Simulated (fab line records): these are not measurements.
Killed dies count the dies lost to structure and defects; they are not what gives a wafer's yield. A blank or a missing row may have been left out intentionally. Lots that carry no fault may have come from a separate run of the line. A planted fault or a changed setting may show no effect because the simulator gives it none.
A struck lot beside a sound one | flow n5 finfet | 14 out of 1938 route steps
Sound: wafers L332.1, L332.3, L332.4. Struck: wafers L339.1, L339.3, L339.5. The cause is given at the end.
Each step with rows lists, per side, the tool, then ch with its chambers, then its first start. Under that, the readings that differ: sound wafers | struck wafers | difference of the means | sigmas: that difference in standard deviations of wafers without a fault.
alike: a reading whose means differ by less than 2 such deviations, as well as words and numbers matching on both sides. not compared: withheld readings; readings where some wafer has no value; bounds like >300 that might hide an equal value; numbers whose values overlap and for which the record gives no deviation.
The two part at a step that has a row with sigmas, a row that says differs or no value, or rows on one side only. Numbers that have no deviation but don't overlap get no sigmas and don't part them. Lack of a reading on every wafer of one side parts them only where that side has two or more wafers.

N5_BEOL_M1_RS_MEAS_58: uses a four-point probe to measure.
  sound: film metro-02 at day 7 02:02; struck: film metro-02 at day 9 01:10
  alike: M1_RS
N5_BEOL_M1_INSPECT_59: inspects for defects (darkfield).
  sound: defect inspect-02 at day 7 02:04; struck: defect inspect-02 at day 9 01:12
  alike: raw defect count
N5_BEOL_M2_ILD_DEP_00: deposits SiOC from DEMS/O2, target thk 79 nm, time 15.3 s.
  sound on pecvd-03 ch 1,2, day 7 02:06; struck on pecvd-03 ch 1,2, day 9 01:14
  alike: heater power w, showerhead plenum p Torr, throttle valve pct
N5_BEOL_M2_THK_MEAS_01:
  sound: film metro-02 at day 7 02:10; struck: film metro-01 at day 9 01:18
  alike: M2_ILD_THK
N5_BEOL_M2_PECVD_72: deposits SiO2 from TEOS/O2, target thk 16 nm, time 18 s.
  sound on pecvd-01 ch 0,1,2, day 7 02:12; struck on pecvd-01 ch 0,1, day 9 01:20
  alike: heater power w, showerhead plenum p Torr, throttle valve pct
N5_BEOL_M2_HM_DEP_02: deposits TiN, target thk 20 nm.
  sound: pvd sputter-03 at day 7 04:43; struck: pvd sputter-03 at day 9 02:54
  alike: throttle valve pct
then, 6 steps without rows for these wafers: N5_BEOL_M2_COAT_61 (time 60 s, resist thk 60 nm); N5_BEOL_M2_COAT_62 (time 60 s, resist thk 12 nm); N5_BEOL_M2_COAT_73 (time 60 s, resist thk 5 nm); N5_BEOL_M2_COAT_05 (resist thk 30 nm); N5_BEOL_M2_EBR_07; N5_BEOL_M2_SOFTBAKE_06 (time 60 s).
N5_BEOL_M2_EXPOSE_08: exposes mask M2.
  struck on euv scanner-01, day 9 03:17; sound on euv scanner-01 ch 0, day 7 04:59
  no value came back on the struck wafers for dipole opening deg (degrees), exposure dose mJ cm2; on the sound wafers dipole opening deg (degrees) reads 79.7 79.7 79.7
  alike: mask
then, 1 step without rows for these wafers: N5_BEOL_M2_PEB_09 (peb time 60 s).

WHERE THEY PART
N5_BEOL_M2_EXPOSE_08 only, going by this record.

WHY: what the simulator had put in
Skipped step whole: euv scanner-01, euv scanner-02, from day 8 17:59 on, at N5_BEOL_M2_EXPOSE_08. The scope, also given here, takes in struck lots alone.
